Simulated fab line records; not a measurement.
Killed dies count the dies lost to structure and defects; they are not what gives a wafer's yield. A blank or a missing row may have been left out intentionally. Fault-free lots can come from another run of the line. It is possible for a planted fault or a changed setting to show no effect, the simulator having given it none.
The same fault as seen by 3 desks -- flow n5Finfet -- every desk sees just its own numbers, and what lay behind them comes last

== THE METROLOGY DESK ==
What the gauges read, lot by lot, whatever tool the lot ran on: means of the sampled wafers that have a number. The brackets show how far a lot's mean lies from the usual mean; more than 4 standard deviations puts the lot out of limits, marked OUT. Only the readings that lie furthest out on some lot appear, 7 of the 10 it has.
Columns: A = DIBL_N at N5_BEOL_M4_RC_MEAS_101, usual 36.4 mV/V; B = IOFF_P at N5_BEOL_M4_RC_MEAS_101, usual 0.211 nA/um; C = ION_P at N5_BEOL_M4_RC_MEAS_101, usual 462 uA/um; D = SS_N at N5_BEOL_M4_RC_MEAS_101, usual 71.5 mV/dec; E = SS_P at N5_BEOL_M4_RC_MEAS_101, usual 73.4 mV/dec; F = VT_N at N5_BEOL_M4_RC_MEAS_101, usual 250.1 mV; G = VT_P at N5_BEOL_M4_RC_MEAS_101, usual -250.1 mV
lot,first seen here,A,B,C,D,E,F,G
L556,day 7 23:52,35.6,0.194,461,71.4,72.4,249.9,-251.8
L564,day 9 22:48,35.9,0.212,460,71.2,73.4,248.8,-250.8
L565,day 10 08:18,37.5,0.202,460,71.3,72.8,250.3,-249.2
L568,day 10 20:49,36.7,0.242,472,71.3,73.8,245.9,-244.2
L567,day 10 21:17,37.5,0.197,455,71.7,73.4,251.7,-252.4
L569,day 11 04:31,36.8,0.194,460,71.7,72.9,250.6,-251.1
L573,day 12 04:40,37.4,0.219,460,72.1,73.4,250.0,-249.6
L572,day 12 09:46,37.7,0.246,465,71.8,73.5,249.7,-248.8
L574,day 12 13:58,35.6,0.219,465,71.2,73.0,250.0,-248.7
L578,day 13 09:25,33.9,0.188,469,71.5,73.2,251.3,-250.1
This desk's finding: nothing out of limits on any of the 10 lots.

== THE DEFECT DESK ==
Lot by lot, what the route's inspections counted, given as the mean of those sampled wafers with a number. The brackets show how far a lot's mean lies from the usual mean; more than 4 standard deviations puts the lot out of limits, marked OUT.
Columns: A = rawDefectCount at N5_BEOL_M1_INSPECT_13, usual 369
lot,first seen here,A
L556,day 6 01:26,305
L564,day 8 08:38,389
L565,day 8 10:08,345
L567,day 9 04:02,366
L568,day 9 09:28,537
L569,day 9 11:54,380
L573,day 10 03:53,400
L572,day 10 10:38,308
L574,day 10 17:08,306
L578,day 11 12:23,411
This desk's finding: nothing out of limits on any of the 10 lots.

== FOR THE TOOL OWNER'S DESK: lithoTrack-04 ==
The tool's own readings at N5_BEOL_M1_COAT_67 (time 60 s, resist thk 60 nm): means of the sampled wafers that have a number, for each lot that ran on this tool. The brackets show how far a lot's mean lies from the usual mean; more than 4 standard deviations puts the lot out of limits, marked OUT.
Columns: A = heaterPowerTotalW at N5_BEOL_M1_COAT_67, usual 500.2 W; B = plateTempC at N5_BEOL_M1_COAT_67, usual 249.97 C; C = resistLineTempC at N5_BEOL_M1_COAT_67, usual 23.00 C
lot,first seen here,A,B,C
L564,day 8 09:19,499.3,249.98,22.88
L567,day 9 04:38,498.8,250.03,22.97
L568,day 9 09:58,472.8 (-15) OUT,238.27 (-62) OUT,23.07
L569,day 9 12:24,471.1 (-16) OUT,237.92 (-63) OUT,23.13
L572,day 10 11:09,471.3 (-16) OUT,238.50 (-60) OUT,23.02
This desk finds L568, L569, L572 out of limits, L568 being first, at day 9 09:58 (heaterPowerTotalW at N5_BEOL_M1_COAT_67). In limits: L564, L567.

== BROUGHT TOGETHER ==
The tool owner's desk had the chance to raise an alarm at day 9 09:58 on L568, L569, L572.
Metrology desk: nothing out of limits seen.
No out-of-limits result turned up at the defect desk.
The metrology desk has L568, L569, L572 on record, within its limits.
The defect desk has L568, L569, L572 on record, within its limits.
On lithoTrack-04, each named lot ran N5_BEOL_M1_COAT_67.

== WHAT THE SIMULATOR HAD INSERTED ==
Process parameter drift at N5_BEOL_M1_COAT_67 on lithoTrack-04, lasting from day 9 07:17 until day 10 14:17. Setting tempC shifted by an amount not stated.
Lots struck among those shown: L568, L569, L572.
Hours from the fault's start to each desk's first reading out of limits: the tool owner's desk, 3.
